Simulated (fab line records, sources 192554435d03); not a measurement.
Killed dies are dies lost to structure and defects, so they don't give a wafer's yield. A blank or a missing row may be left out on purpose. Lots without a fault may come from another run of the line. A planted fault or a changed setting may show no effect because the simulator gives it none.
Split-lot experiment | flow n5_finfet | 7 lots, 39 wafers read, on a route of 1938 steps

THE SPLIT
At N5_BEOL_M15_ILD_DEP_00 (deposits SiO2 from TEOS/O2, target thk 1629.3 nm, time 346.1 s), the setting time_s was moved away from the recipe's 346.1 s on 15 of the 39 wafers read, by -47.0% to +39.2%. The other wafers ran this setting at the recipe's value.

The file shows no step between the split and the reading.

THE READING
M15_ILD_THK, in nm, at N5_BEOL_M15_THK_MEAS_01. Fault-free wafers of this fab line usually give 1615 nm, standard deviation 22 nm.

wafer  | tool, chamber at the split | time_s as run, s | against the recipe | M15_ILD_THK, nm | against lot-mates on the recipe
L077.1 | pecvd-01, 2                | 346.1            | recipe             | 1603            | -
L077.2 | pecvd-01, 1                | 346.1            | recipe             | 1581            | -
L077.3 | pecvd-01, 0                | 249.3            | -28.0%             | 1153            | -447
L077.4 | pecvd-01, 1                | 346.1            | recipe             | 1615            | -
L077.5 | pecvd-01, 0                | 249.3            | -28.0%             | 1177            | -423
L077.6 | pecvd-01, 2                | 249.3            | -28.0%             | 1174            | -426
L079.1 | pecvd-04, 1                | 346.1            | recipe             | 1607            | -
L079.3 | pecvd-04, 0                | 346.1            | recipe             | 1611            | -
L079.4 | pecvd-04, 0                | 346.1            | recipe             | 1661            | -
L087.1 | pecvd-01, 1                | 481.8            | +39.2%             | 2236            | +607
L087.2 | pecvd-01, 0                | 481.8            | +39.2%             | 2235            | +606
L087.3 | pecvd-01, 2                | 346.1            | recipe             | 1621            | -
L087.4 | pecvd-01, 0                | 346.1            | recipe             | 1635            | -
L087.5 | pecvd-01, 1                | 346.1            | recipe             | 1630            | -
L087.6 | pecvd-01, 2                | 481.8            | +39.2%             | 2252            | +623
L091.1 | pecvd-01, 2                | 475.1            | +37.3%             | 2211            | +581
L091.2 | pecvd-01, 1                | 346.1            | recipe             | 1618            | -
L091.3 | pecvd-01, 0                | 475.1            | +37.3%             | 2207            | +577
L091.4 | pecvd-01, 1                | 475.1            | +37.3%             | 2257            | +627
L091.5 | pecvd-01, 2                | 346.1            | recipe             | 1638            | -
L091.6 | pecvd-01, 0                | 346.1            | recipe             | 1635            | -
L092.1 | pecvd-04, 0                | 193.7            | -44.0%             | 911             | -720
L092.2 | pecvd-04, 2                | 346.1            | recipe             | 1650            | -
L092.3 | pecvd-04, 1                | 346.1            | recipe             | 1606            | -
L092.4 | pecvd-04, 2                | 193.7            | -44.0%             | 950             | -681
L092.5 | pecvd-04, 1                | 346.1            | recipe             | 1638            | -
L092.6 | pecvd-04, 0                | 193.7            | -44.0%             | 937             | -694
L094.1 | pecvd-01, 2                | 346.1            | recipe             | 1589            | -
L094.2 | pecvd-01, 0                | 346.1            | recipe             | 1598            | -
L094.3 | pecvd-01, 1                | 346.1            | recipe             | 1604            | -
L094.4 | pecvd-01, 2                | 346.1            | recipe             | 1626            | -
L094.5 | pecvd-01, 1                | 346.1            | recipe             | 1622            | -
L094.6 | pecvd-01, 0                | 346.1            | recipe             | 1611            | -
L095.1 | pecvd-02, 2                | 346.1            | recipe             | 1601            | -
L095.2 | pecvd-02, 0                | 183.5            | -47.0%             | 843             | -766
L095.3 | pecvd-02, 0                | 183.5            | -47.0%             | 835             | -774
L095.4 | pecvd-02, 2                | 346.1            | recipe             | 1620            | -
L095.5 | pecvd-02, 0                | 346.1            | recipe             | 1605            | -
L095.6 | pecvd-02, 2                | 183.5            | -47.0%             | 836             | -773

THE FIT
A straight line over all 39 wafers: M15_ILD_THK changes by +16.1 nm for each +1% of time_s; r = +1.00; the points scatter about the line by 20 nm.
The same after taking each lot's own level away (the mean of its wafers on the recipe; 39 wafers): +15.9 nm for each +1%; r = +1.00; scatter 17 nm.
On that fit, the largest move of time_s shifts the reading by 7.5e+02 nm.
The lots' own levels span 1599.7 to 1631.3 nm, that is 1.4 times the standard deviation above.
So the lot-to-lot level changes the slope little: the two slopes agree.
Check: with one of the wafers moved furthest among these (-47.0%) left out of the fit, the line predicts -748 nm for it against its lot-mates. It came out at -766 nm against them.

THE WHOLE CHAIN: every reading that the file lists as answering this split, in the file's order
step                    | what it does                                                   | reading                                                                             | change (the file's fit)              | r (the file's)
N5_BEOL_M15_ILD_DEP_00  | deposits SiO2 from TEOS/O2, target thk 1629.3 nm, time 346.1 s | SiO2_of_BEOL_M15_ILD_DEP_00.thk_nm (the simulator's own value, which no gauge read) | +15.9 nm for each +1% of the setting | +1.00
N5_BEOL_M15_THK_MEAS_01 |                                                                | M15_ILD_THK                                                                         | +15.9 for each +1% of the setting    | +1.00
N5_BEOL_M15_VIA_ETCH_16 | etches SiO2 in C4F8/O2/Ar, target depth 1792.2 nm              | etch.depth_nm (the simulator's own value, which no gauge read)                      | +15.9 nm for each +1% of the setting | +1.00
N5_BEOL_M15_VIA_ETCH_16 | etches SiO2 in C4F8/O2/Ar, target depth 1792.2 nm              | coat_of_BEOL_M15_COAT_04.thk_nm (the simulator's own value, which no gauge read)    | -3.78 nm for each +1% of the setting | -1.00

THE FILE'S OWN FIT
M15_ILD_THK changes by +15.9 nm for each +1% of time_s, r = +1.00.
